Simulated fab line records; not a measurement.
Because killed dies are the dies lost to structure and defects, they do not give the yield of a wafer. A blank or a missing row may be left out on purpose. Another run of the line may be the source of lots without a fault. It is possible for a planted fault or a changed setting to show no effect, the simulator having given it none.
Chamber matching | flow n5 finfet | N5_SD_EPI_N_ETCH_16 on rie diel-04 has 4 sister chambers
The step etches SiO2 in CHF3/O2, target depth 5 nm. 18 wafers are shown with their chamber, then 9 later ones without.

WAFERS WITH THEIR CHAMBER
wafer  | chamber | rf vpp V (V) | showerhead plenum p Torr (Torr) | throttle valve pct (%)
L075.2 | 2       | 540          | 2.49                            | 19.20
L075.4 | 2       | 541          | 2.49                            | 19.20
L075.6 | 1       | 509          | 2.49                            | 19.16
L079.1 | 3       | 522          | 2.39                            | 19.05
L079.2 | 2       | 540          | 2.48                            | 19.21
L079.3 | 1       | 509          | 2.48                            | 19.15
L080.1 | 0       | 507          | 2.38                            | 18.96
L080.5 | 1       | 509          | 2.48                            | 19.18
L080.6 | 2       | 540          | 2.48                            | 19.21
L084.1 | 3       | 523          | 2.39                            | 19.09
L084.3 | 1       | 509          | 2.48                            | 19.18
L084.4 | 0       | 508          | 2.37                            | 18.95
L086.1 | 1       | 509          | 2.48                            | 19.20
L086.3 | 2       | 540          | 2.48                            | 19.25
L086.5 | 2       | 540          | 2.48                            | 19.23
L089.1 | 1       | 510          | 2.47                            | 19.22
L089.2 | 2       | 540          | 2.48                            | 19.24
L089.5 | 2       | 540          | 2.48                            | 19.26

SIGNATURES (means of the wafers above)
reading                  | chamber 0 | chamber 1 | chamber 2 | chamber 3 | scatter within a chamber
rf vpp V                 | 507.50    | 509.17    | 540.12    | 522.50    | 0.44
showerhead plenum p Torr | 2.3750    | 2.4800    | 2.4825    | 2.3900    | 0.00535
throttle valve pct       | 18.9550   | 19.1817   | 19.2250   | 19.0700   | 0.0238
Rule: distance of a wafer from a chamber = root of the sum over the readings of ((wafer's reading minus chamber's mean) / reading's scatter) squared. If the next closest chamber is less than 2 further off than the closest, the wafer can't be placed; otherwise it belongs to the closest. The scatter: take each reading less its chamber's mean, square it, sum over the shown wafers, divide by the number of wafers less the number of chambers, and take the root.

WAFERS MISSING THEIR CHAMBER
wafer  | rf vpp V (V) | showerhead plenum p Torr (Torr) | throttle valve pct (%)
L090.2 | 537          | 2.47                            | 19.26
L090.4 | 539          | 2.47                            | 19.26
L090.6 | 522          | 2.38                            | 19.10
L091.1 | 539          | 2.47                            | 19.26
L091.2 | 507          | 2.37                            | 18.61
L091.6 | 539          | 2.47                            | 19.26
L093.1 | 507          | 2.37                            | 18.58
L093.2 | 509          | 2.47                            | 19.21
L093.3 | 539          | 2.47                            | 19.27

CHAMBER TAKEN BY EACH
wafer  | from the rows above | in truth
L090.2 | 2                   | 2
L090.4 | 2                   | 2
L090.6 | 3                   | 3
L091.1 | 2                   | 2
L091.2 | 0                   | 0
L091.6 | 2                   | 2
L093.1 | 0                   | 0
L093.2 | 1                   | 1
L093.3 | 2                   | 2
Correct placement for 9 of the 9. Can't be placed from these rows: 0. 0 placed wrongly.
